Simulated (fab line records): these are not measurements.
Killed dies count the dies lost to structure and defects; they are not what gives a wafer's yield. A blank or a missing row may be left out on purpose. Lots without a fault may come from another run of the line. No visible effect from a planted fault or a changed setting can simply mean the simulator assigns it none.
A lot that was struck, set against a sound lot -- flow n5_finfet -- 15 out of 1938 route steps
Sound: the wafers L479.4, L479.5, L479.6. The struck wafers were L480.1, L480.2, L480.5. Last of all comes the cause.
For every step that has rows: the tool of each side, followed by ch and its chambers, followed by its first start. Under that, the readings that differ: sound wafers -- struck wafers -- difference of the means -- sigmas: that difference in standard deviations of wafers without a fault.
alike: words and numbers the same on both sides, and readings whose means are apart by under 2 such deviations; not compared: readings that were withheld, readings missing a value for some wafer, numbers with overlapping values and no deviation given by the record, and bounds like >300 which may hide the same value.
Wherever a step has rows on one side only, a row that says differs or no value, or a row with sigmas, the two part there. Numbers that have no deviation but don't overlap get no sigmas and don't part them. Lack of a reading on every wafer of one side parts them only where that side has two or more wafers.

first, 3 steps without rows for these wafers: N5_BEOL_M8_EXPOSE_25 (exposes mask V7, target cd 40 nm); N5_BEOL_M8_PEB_26 (peb time 60 s); N5_BEOL_M8_DEVELOP_27 (develop time 30 s).
N5_BEOL_M8_CD_MEAS_28 targets a cd of 40 nm.
  sound on cd_sem-01 ch 0, day 13 15:25; struck on cd_sem-03 ch 0, day 14 02:47
  alike: cd_nm
N5_BEOL_M8_OVL_MEAS_29:
  sound on overlay-02 ch 0, day 13 15:28; struck on overlay-01 ch 0, day 14 02:49
  alike: V7_OVL
N5_BEOL_M8_INSPECT_30: inspects for defects (brightfield).
  sound on defect_inspect-01, day 13 15:31; struck on defect_inspect-01, day 14 02:53
  alike: raw_defect_count
N5_BEOL_M8_DESCUM_33: chemistry O2, time 7 s.
  sound on rie_diel-06 ch 2,3, day 13 15:40; struck on rie_diel-04 ch 0,2,3, day 14 03:00
  alike: drypump_motor_current_A, oes_product_au, rf_vpp_V, showerhead_plenum_p_Torr, throttle_valve_pct
  not compared: rf_hours_counter_h
N5_BEOL_M8_ETCH_72: etches underlayer in N2/H2, target depth 6.5 nm, time 5.2 s.
  sound on rie_diel-06 ch 2,3, day 13 15:41; struck on rie_diel-04 ch 0,2,3, day 14 03:02
  alike: drypump_motor_current_A, etch_rf_on_time_s, oes_product_au, rf_fwd_power_W, rf_vpp_V, showerhead_plenum_p_Torr, throttle_valve_pct
  not compared: rf_hours_counter_h
N5_BEOL_M8_ETCH_65: etches SiARC in CF4, target depth 15.6 nm, time 26 s.
  sound on rie_diel-06 ch 2,3, day 13 15:43; struck on rie_diel-04 ch 0,2,3, day 14 03:03
  alike: drypump_motor_current_A, etch_rf_on_time_s, oes_product_au, rf_fwd_power_W, rf_vpp_V, showerhead_plenum_p_Torr, throttle_valve_pct
  not compared: rf_hours_counter_h
N5_BEOL_M8_ETCH_66: etches SOC in N2/H2, target depth 80 nm, overetch 16 nm, time 120 s.
  sound on rie_diel-06 ch 2,3, day 13 15:44; struck on rie_diel-04 ch 0,2,3, day 14 03:05
  alike: drypump_motor_current_A, oes_product_au, rf_fwd_power_W, rf_vpp_V, showerhead_plenum_p_Torr, throttle_valve_pct
  not compared: rf_hours_counter_h
then, 2 steps without rows for these wafers: N5_BEOL_M8_STRIP_69 (strips in N2/H2); N5_BEOL_M8_STRIP_73 (strips in N2/H2).
N5_BEOL_M8_VIA_ETCH_34: etches SiCOH lowk in C4F6/O2, target depth 125.5 nm, time 50.5 s.
  sound on rie_diel-06 ch 2,3, day 13 15:50; struck on rie_diel-04 ch 0,2,3, day 14 03:11
reading,sound,struck,difference,sigmas
rf_fwd_power_W (W),341.0 340.5 341.1,426.1 423.5 425.9,+84.3,+53
rf_vpp_V (V),678 657 678,623 609 595,-62,-4
model.etch.depth_nm (nm),126.8 124.6 127.7,136.3 138 137.4,+10.9,
  alike: drypump_motor_current_A, oes_ar_750_au, oes_product_au, showerhead_plenum_p_Torr, throttle_valve_pct
  not compared: rf_hours_counter_h, model.SOC_of_BEOL_M8_COAT_63.thk_nm
then, 1 step without rows for these wafers: N5_BEOL_M8_STRIP_76 (strips in C4F6/O2).
-- record jumps: 3 days separate the struck wafers' starts on either side; left off in module BEOL_M8, taken up again in module PASSIVATION, whose first shown step is the route's number 1936 --
N5_PASSIVATION_PROBE_49:
  sound on prober-02, day 16 09:53; struck on prober-01, day 17 03:41
  alike: defect_limited_yield, killed_at_M0_to_M3, killed_at_M4_up, killed_at_contacts, killed_at_front_end, killed_at_other, killed_dies, killed_open, killed_short, sort_bin_4_leakage, sort_bin_5_function, sort_bin_6_memory, sort_n_pass, sort_yield_pct

== WHERE THEY PART ==
N5_BEOL_M8_VIA_ETCH_34 only, going by this record. Later steps at which nothing parts them and some readings are alike: N5_PASSIVATION_PROBE_49.

WHY: what the simulator had put in
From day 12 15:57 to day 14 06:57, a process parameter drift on rie_diel-04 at N5_BEOL_M8_VIA_ETCH_34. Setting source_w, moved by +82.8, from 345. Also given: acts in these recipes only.
